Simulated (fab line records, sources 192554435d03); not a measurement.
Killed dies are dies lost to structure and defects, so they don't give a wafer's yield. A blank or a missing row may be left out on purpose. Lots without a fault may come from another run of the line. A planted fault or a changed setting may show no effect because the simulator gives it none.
Which tool did it? | flow n5_finfet | 9 lots, 27 wafers sampled, at 6 steps of a route of 1938

WHAT THE GAUGES READ, wafer by wafer
N5_SD_ACTIVATION_RS_MEAS_03: measures by four-point-probe. Usual: RS_SD_N 21.8 ohm/sq, standard deviation 0.31; RS_SD_P 55.8 ohm/sq, standard deviation 0.94.
lot  | measured    | on            | RS_SD_N (ohm/sq) | RS_SD_P (ohm/sq) | flag
L327 | day 3 21:07 | film_metro-01 | 22.0 22.2 21.9   | 57.2 56.6 56.9   |
L331 | day 4 16:42 | film_metro-01 | 21.6 21.3 21.6   | 55.9 56.2 56.0   |
L334 | day 5 13:47 | film_metro-01 | 21.5 21.8 21.6   | 54.5 54.8 54.0   |
L335 | day 5 18:29 | film_metro-02 | 21.9 21.9 21.5   | 56.4 56.2 55.8   |
L336 | day 5 21:38 | film_metro-01 | 21.8 21.5 21.2   | 54.0 54.4 54.9   |
L337 | day 6 03:53 | film_metro-01 | 21.6 21.6 21.4   | 56.2 55.2 56.1   |
L338 | day 6 15:52 | film_metro-02 | 21.6 21.6 21.4   | 55.3 55.8 55.4   |
L341 | day 7 06:30 | film_metro-02 | 26.0 26.1 26.0   | 57.8 57.0 57.1   | OFF
L343 | day 7 18:43 | film_metro-02 | 26.2 26.5 26.3   | 55.7 56.5 55.8   | OFF

N5_ILD0_THK_MEAS_04. Usual: thk_nm 197.1 nm, standard deviation 1.2.
lot  | measured    | on            | thk_nm (nm)       | flag
L327 | day 4 00:07 | film_metro-01 | 197.6 197.5 193.8 |
L331 | day 4 19:46 | film_metro-01 | 198.3 196.0 195.6 |
L334 | day 5 16:47 | film_metro-02 | 195.6 197.9 197.2 |
L335 | day 5 22:31 | film_metro-01 | 195.9 196.5 197.3 |
L336 | day 6 00:35 | film_metro-02 | 198.3 197.6 196.5 |
L337 | day 6 06:53 | film_metro-02 | 196.8 197.1 199.2 |
L338 | day 6 18:53 | film_metro-01 | 198.0 195.9 197.3 |
L341 | day 7 09:38 | film_metro-02 | 199.2 197.5 197.1 |
L343 | day 7 21:46 | film_metro-01 | 196.1 195.9 197.8 |

N5_ILD0_THK_MEAS_08. Usual: thk_nm 138.8 nm, standard deviation 1.3.
lot  | measured    | on            | thk_nm (nm)       | flag
L327 | day 4 00:26 | film_metro-02 | 140.5 140.2 139.6 |
L331 | day 4 20:05 | film_metro-01 | 139.7 139.2 139.1 |
L334 | day 5 17:06 | film_metro-01 | 138.6 137.9 137.7 |
L335 | day 5 22:50 | film_metro-02 | 140.0 137.5 140.1 |
L336 | day 6 00:55 | film_metro-01 | 140.0 140.7 138.2 |
L337 | day 6 07:13 | film_metro-01 | 139.6 138.9 141.2 |
L338 | day 6 19:13 | film_metro-02 | 140.9 138.9 140.4 |
L341 | day 7 09:57 | film_metro-02 | 137.0 138.0 138.2 |
L343 | day 7 22:05 | film_metro-01 | 138.5 137.6 138.1 |

N5_BEOL_M4_RC_MEAS_101. Usual: DIBL_N 36.1 mV/V, standard deviation 1.7; DIBL_P 35.9 mV/V, standard deviation 2.1; IOFF_N 0.154 nA/um, standard deviation 0.029; IOFF_P 0.21 nA/um, standard deviation 0.035; ION_N 673 uA/um, standard deviation 10; ION_P 463 uA/um, standard deviation 7.5; RC_DENSE_N 18.9 ohm.um, standard deviation 0.37; RC_N 15.46 ohm.um, standard deviation 0.28; REXT_N 75.1 ohm.um, standard deviation 1.8; RS_SD_N 28.3 ohm/sq, standard deviation 0.41; SS_N 71.6 mV/dec, standard deviation 0.59; SS_P 73.2 mV/dec, standard deviation 0.69; VT_N 250.5 mV, standard deviation 2.9; VT_P -250 mV, standard deviation 3.2.
lot  | measured     | on        | DIBL_N (mV/V)  | DIBL_P (mV/V)  | IOFF_N (nA/um)    | IOFF_P (nA/um) | ION_N (uA/um) | ION_P (uA/um) | RC_DENSE_N (ohm.um) | RC_N (ohm.um)     | REXT_N (ohm.um) | RS_SD_N (ohm/sq) | SS_N (mV/dec)  | SS_P (mV/dec)  | VT_N (mV)         | VT_P (mV)      | flag
L327 | day 8 05:05  | prober-01 | 39.6 37.8 38.2 | 38.2 35.8 36.4 | 0.231 0.185 0.194 | 0.30 0.25 0.26 | 687 672 683   | 465 468 464   | 18.8 18.6 19.4      | 15.25 15.05 15.83 | 74.4 73.3 74.7  | 28.5 28.7 28.4   | 71.7 72.2 72.5 | 74.2 74.4 73.7 | 244.0 250.5 248.7 | -247 -246 -247 |
L331 | day 9 20:05  | prober-02 | 35.8 36.5 36.2 | 35.7 37.4 37.3 | 0.138 0.160 0.155 | 0.22 0.24 0.24 | 664 672 674   | 461 469 466   | 19.0 19.1 18.8      | 15.38 15.83 15.34 | 75.3 76.3 76.7  | 28.2 27.7 28.2   | 71.4 71.9 72.1 | 72.8 73.1 72.9 | 252.6 249.0 246.5 | -250 -248 -247 |
L334 | day 10 12:09 | prober-02 | 37.4 35.2 34.7 | 37.2 35.1 34.6 | 0.176 0.135 0.126 | 0.23 0.20 0.18 | 692 687 679   | 477 476 466   | 19.6 19.3 19.4      | 15.98 15.61 15.96 | 73.4 73.5 72.8  | 28.0 28.1 28.0   | 72.4 71.7 72.3 | 74.2 73.3 72.6 | 247.8 250.7 253.0 | -248 -252 -252 |
L335 | day 11 10:22 | prober-01 | 35.9 36.2 38.0 | 35.1 35.7 38.0 | 0.149 0.153 0.192 | 0.18 0.19 0.23 | 667 683 683   | 454 465 467   | 19.0 18.3 18.7      | 15.58 15.03 15.41 | 75.3 75.0 75.7  | 28.0 28.3 28.1   | 72.2 71.1 71.8 | 73.1 72.3 73.2 | 250.0 248.9 244.7 | -253 -251 -249 |
L336 | day 11 12:47 | prober-02 | 35.3 35.3 32.9 | 35.5 35.3 32.6 | 0.162 0.161 0.119 | 0.23 0.23 0.19 | 678 677 666   | 464 464 459   | 18.4 19.1 18.6      | 15.15 15.68 15.24 | 75.0 75.4 74.3  | 27.9 27.6 27.3   | 71.4 70.8 70.7 | 74.0 73.5 71.7 | 251.4 250.4 253.0 | -245 -248 -247 |
L337 | day 11 15:58 | prober-02 | 33.6 33.6 34.8 | 33.4 33.1 33.9 | 0.137 0.119 0.134 | 0.19 0.18 0.18 | 669 661 667   | 463 460 459   | 18.7 18.7 18.5      | 15.40 15.24 15.13 | 76.1 77.2 76.0  | 27.7 27.8 28.2   | 71.1 71.2 70.8 | 73.1 72.8 73.3 | 251.4 252.9 253.3 | -253 -253 -252 |
L338 | day 11 12:33 | prober-01 | 35.5 38.1 34.7 | 33.6 36.0 32.0 | 0.129 0.174 0.118 | 0.17 0.21 0.15 | 671 686 653   | 458 459 445   | 19.1 19.6 18.9      | 15.66 16.06 15.52 | 76.4 77.1 77.2  | 28.2 27.9 28.1   | 71.4 71.9 70.9 | 73.4 73.2 72.0 | 253.9 246.4 252.6 | -256 -250 -253 |
L341 | day 12 15:35 | prober-01 | 35.3 35.4 33.8 | 36.0 36.9 34.8 | 0.131 0.139 0.110 | 0.21 0.23 0.19 | 662 657 657   | 465 468 466   | 22.7 22.4 22.5      | 18.50 18.32 18.31 | 81.4 83.4 81.2  | 33.2 33.0 32.8   | 70.9 70.5 71.3 | 73.6 73.3 72.9 | 254.4 249.2 253.4 | -249 -248 -248 | OFF
L343 | day 12 11:14 | prober-01 | 37.8 34.8 37.9 | 37.8 33.6 37.4 | 0.188 0.115 0.183 | 0.24 0.17 0.22 | 683 642 679   | 468 448 468   | 22.7 22.7 22.1      | 18.71 18.51 17.96 | 83.5 84.8 83.4  | 33.3 33.1 33.3   | 72.6 71.2 72.1 | 73.1 72.9 73.4 | 248.9 255.3 247.0 | -248 -254 -250 | OFF

WHICH TOOL RAN EACH LOT (tool, then ch and the chambers of the sampled wafers, then the start)
lot  | N5_SD_EPI_P_ETCH_37               | N5_SD_ACTIVATION_LSA_01
L327 | rie_diel-02 ch 0,1,2, day 3 15:05 | laser_anneal-01 ch 0, day 3 20:55
L331 | rie_diel-06 ch 0,1,3, day 4 12:34 | laser_anneal-01 ch 0, day 4 16:29
L334 | rie_diel-02 ch 0,1, day 5 09:41   | laser_anneal-02 ch 0, day 5 13:35
L335 | rie_diel-03 ch 1,2,3, day 5 14:13 | laser_anneal-01 ch 0, day 5 18:19
L336 | rie_diel-03 ch 2,3, day 5 17:28   | laser_anneal-02 ch 0, day 5 21:28
L337 | rie_diel-02 ch 0,3, day 5 23:44   | laser_anneal-01 ch 0, day 6 03:42
L338 | rie_diel-06 ch 0,1,3, day 6 09:58 | laser_anneal-02 ch 0, day 6 15:40
L341 | rie_diel-02 ch 0,2,3, day 7 01:25 | laser_anneal-01 ch 0, day 7 06:17
L343 | rie_diel-06 ch 0,1,2, day 7 14:37 | laser_anneal-01 ch 0, day 7 18:31
- N5_SD_EPI_P_ETCH_37: etches SOC in N2/H2, overetch 108 nm, time 486 s.
- N5_SD_ACTIVATION_LSA_01: time 0.0008 s.

WHAT THE TOOLS THEMSELVES READ (means of the sampled wafers that have a number; where no wafer has one, the mark that the record gives instead)
N5_SD_EPI_P_ETCH_37. Usual: bias_w 133.1 W, standard deviation 0.39; drypump_motor_current_A 5.7 A, standard deviation 0.4; h2_flow_sccm 200.0 sccm, standard deviation 0.55; oes_product_au 0.67 a.u., standard deviation 0.043; rf_vpp_V 241.2 V, standard deviation 1.2; showerhead_plenum_p_Torr 2.57 Torr, standard deviation 0.078; throttle_valve_pct 23.85 %, standard deviation 0.2.
lot  | tool        | bias_w (W) | drypump_motor_current_A (A) | h2_flow_sccm (sccm) | oes_product_au (a.u.) | rf_vpp_V (V) | showerhead_plenum_p_Torr (Torr) | throttle_valve_pct (%) | flag
L327 | rie_diel-02 | 133.1      | 5.9                         | 200.1               | 0.69                  | 241.5        | 2.55                            | 23.80                  |
L331 | rie_diel-06 | 133.0      | 5.6                         | 200.3               | 0.70                  | 241.0        | 2.62                            | 23.86                  |
L334 | rie_diel-02 | 132.6      | 6.2                         | 199.8               | 0.68                  | 240.4        | 2.52                            | 23.70                  |
L335 | rie_diel-03 | 132.9      | 5.6                         | 200.4               | 0.65                  | 241.1        | 2.51                            | 23.84                  |
L336 | rie_diel-03 | 133.1      | 5.7                         | 199.2               | 0.64                  | 240.7        | 2.51                            | 23.89                  |
L337 | rie_diel-02 | 133.2      | 5.9                         | 199.7               | 0.65                  | 240.6        | 2.55                            | 23.97                  |
L338 | rie_diel-06 | 132.7      | 5.6                         | 199.9               | 0.69                  | 240.8        | 2.61                            | 23.88                  |
L341 | rie_diel-02 | 132.9      | 5.8                         | 200.2               | 0.65                  | 240.3        | 2.56                            | 23.95                  |
L343 | rie_diel-06 | 133.2      | 5.7                         | 200.2               | 0.70                  | 241.5        | 2.61                            | 23.84                  |

N5_SD_ACTIVATION_LSA_01. Usual: wafer_temp_C_max 1084.8, standard deviation 1.3.
lot  | tool            | wafer_temp_C_max | flag
L327 | laser_anneal-01 | 1084.0           |
L331 | laser_anneal-01 | 1083.6           |
L334 | laser_anneal-02 | 1085.6           |
L335 | laser_anneal-01 | 1083.7           |
L336 | laser_anneal-02 | 1086.3           |
L337 | laser_anneal-01 | 1083.9           |
L338 | laser_anneal-02 | 1086.1           |
L341 | laser_anneal-01 | 1045.3           | OFF
L343 | laser_anneal-01 | 1046.4           | OFF

THE ANSWER, worked out from the rows above alone
Rule: a lot is off if the mean of its wafers that have a number lies more than 3 standard deviations from the usual mean. A lot without any number at a reading at which 4 lots or more have one is off too. The other lots that the step has rows for count as sound. The gauges are gone through in route order, then the tools' own readings, and for those a lot's mean is taken as printed above. The first step at which some lot is off is used, and at that step the reading that is off furthest; a lot without a number counts as furthest.
Off: L341, L343, at N5_SD_ACTIVATION_RS_MEAS_03 (RS_SD_N).
A tool fits if, at a process step before that reading, it ran every lot that is off, and no sound lot after the first of them. The gauges at N5_SD_ACTIVATION_RS_MEAS_03 aren't tried: what is off there is off at N5_BEOL_M4_RC_MEAS_101 too, on other tools, and a gauge's error can't cause that. One fits: laser_anneal-01 at N5_SD_ACTIVATION_LSA_01. Its last sound lot is L337 (day 6 03:42), its first lot that is off L341 (day 7 06:17): a fault that began between those two fits.
The tool's own readings at N5_SD_ACTIVATION_LSA_01 bear it out: on the lots that are off they differ by more than 5 times the standard deviation of the sound lots' means. wafer_temp_C_max reads 1045.8 there against 1084.7 on the sound lots.

WHAT THE SIMULATOR HAD PUT IN
Process parameter drift: laser_anneal-01, from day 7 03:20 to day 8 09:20, at N5_SD_ACTIVATION_LSA_01. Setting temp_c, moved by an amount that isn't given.
Lots struck among those shown: L341, L343. The rule above found the same.
